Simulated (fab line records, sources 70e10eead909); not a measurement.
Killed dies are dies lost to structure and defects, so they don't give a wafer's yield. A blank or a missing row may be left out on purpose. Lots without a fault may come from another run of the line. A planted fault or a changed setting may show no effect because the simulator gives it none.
Which tool did it? | flow nand_harc | 12 lots, 36 wafers sampled, at 1 step of a route of 1302

WHAT THE GAUGES READ, wafer by wafer
NHARC_A_CONTACT_INSPECT_44.
lot  | measured     | on                | raw_defect_count
L075 | day 21 19:41 | defect_inspect-02 | 7 15 10
L077 | day 22 06:25 | defect_inspect-01 | 50 60 61
L079 | day 23 01:19 | defect_inspect-02 | 115 115 103
L081 | day 24 00:42 | defect_inspect-02 | 83 83 75
L084 | day 25 08:40 | defect_inspect-02 | 51 65 68
L085 | day 25 20:43 | defect_inspect-01 | 33 32 39
L089 | day 27 02:27 | defect_inspect-01 | 53 62 65
L088 | day 27 17:41 | defect_inspect-02 | 89 88 98
L091 | day 28 16:55 | defect_inspect-01 | 96 92 106
L092 | day 28 23:43 | defect_inspect-01 | 148 143 131
L095 | day 30 08:25 | defect_inspect-01 | 37 43 39
L097 | day 31 03:23 | defect_inspect-01 | 97 88 90

WHICH TOOL RAN EACH LOT (tool, then ch and the chambers of the sampled wafers, then the start)
The record holds no process step before these readings.

THE ANSWER, worked out from the rows above alone
Rule: what is usual is taken from the lots themselves. Put in order of their means at a reading, lots are off if they are a third of the lots or fewer, leave a main group of 4 or more, and stand apart from it by a gap of 3 or more times the standard deviation of the main group's means; of several such gaps the widest counts. A main group whose means are all the same, to the digits that the tables above print for the reading, isn't used. A lot without any number at a reading at which 4 lots or more have one is off too. The other lots that the step has rows for count as sound.
No lot is off at any reading shown: from this, nothing can be told.

WHAT THE SIMULATOR HAD PUT IN
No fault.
